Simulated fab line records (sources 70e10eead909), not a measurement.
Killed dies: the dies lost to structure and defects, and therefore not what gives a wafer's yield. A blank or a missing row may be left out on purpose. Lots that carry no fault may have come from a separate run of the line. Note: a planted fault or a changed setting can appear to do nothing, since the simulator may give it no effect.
Which of the tools did it?    flow nand harc    13 lots, 39 wafers sampled, at 1 step of a route of 1302

## WHAT EACH GAUGE READ, for each wafer
NHARC_A_CONTACT_INSPECT_44. Usual: raw defect count reads 86 (standard deviation 33).
lot   measured      on                 raw defect count  flag
L434  day 22 02:49  defect inspect-01  150 136 168       
L439  day 23 10:53  defect inspect-02  57 60 68          
L437  day 24 03:23  defect inspect-02  66 78 80          
L438  day 24 07:43  defect inspect-02  60 72 80          
L445  day 26 19:41  defect inspect-02  84 107 85         
L448  day 27 07:59  defect inspect-02  142 147 147       
L449  day 27 23:47  defect inspect-01  110 119 112       
L447  day 28 08:37  defect inspect-01  107 92 103        
L450  day 29 01:03  defect inspect-01  105 113 96        
L452  day 29 17:47  defect inspect-01  84 90 65          
L453  day 29 21:31  defect inspect-02  50 62 77          
L454  day 30 19:36  defect inspect-01  40 48 48          
L456  day 31 00:10  defect inspect-01  79 61 58          

## EACH LOT AND THE TOOL THAT RAN IT (in order: tool; ch and the chambers of the sampled wafers; start)
No process step before these readings appears in the record.

## WHAT THE TOOLS THEMSELVES READ (means of the sampled wafers that have a number; where no wafer has one, the mark that the record gives instead)
The record holds no such reading with a usual standard deviation.

## THE ANSWER, worked out from the rows above alone
Rule: a lot counts as off when the mean over its wafers that have a number is more than 3 standard deviations away from the usual mean. A lot without any number at a reading at which 4 lots or more have one is off too. The other lots that the step has rows for count as sound. The gauges are gone through in route order, then the tools' own readings, and for those a lot's mean is taken as printed above. The first step at which some lot is off is used, and at that step the reading that is off furthest; a lot without a number counts as furthest.
Across all readings shown, no lot is off: no conclusion can be drawn from this.

## WHAT THE SIMULATOR HAD INSERTED
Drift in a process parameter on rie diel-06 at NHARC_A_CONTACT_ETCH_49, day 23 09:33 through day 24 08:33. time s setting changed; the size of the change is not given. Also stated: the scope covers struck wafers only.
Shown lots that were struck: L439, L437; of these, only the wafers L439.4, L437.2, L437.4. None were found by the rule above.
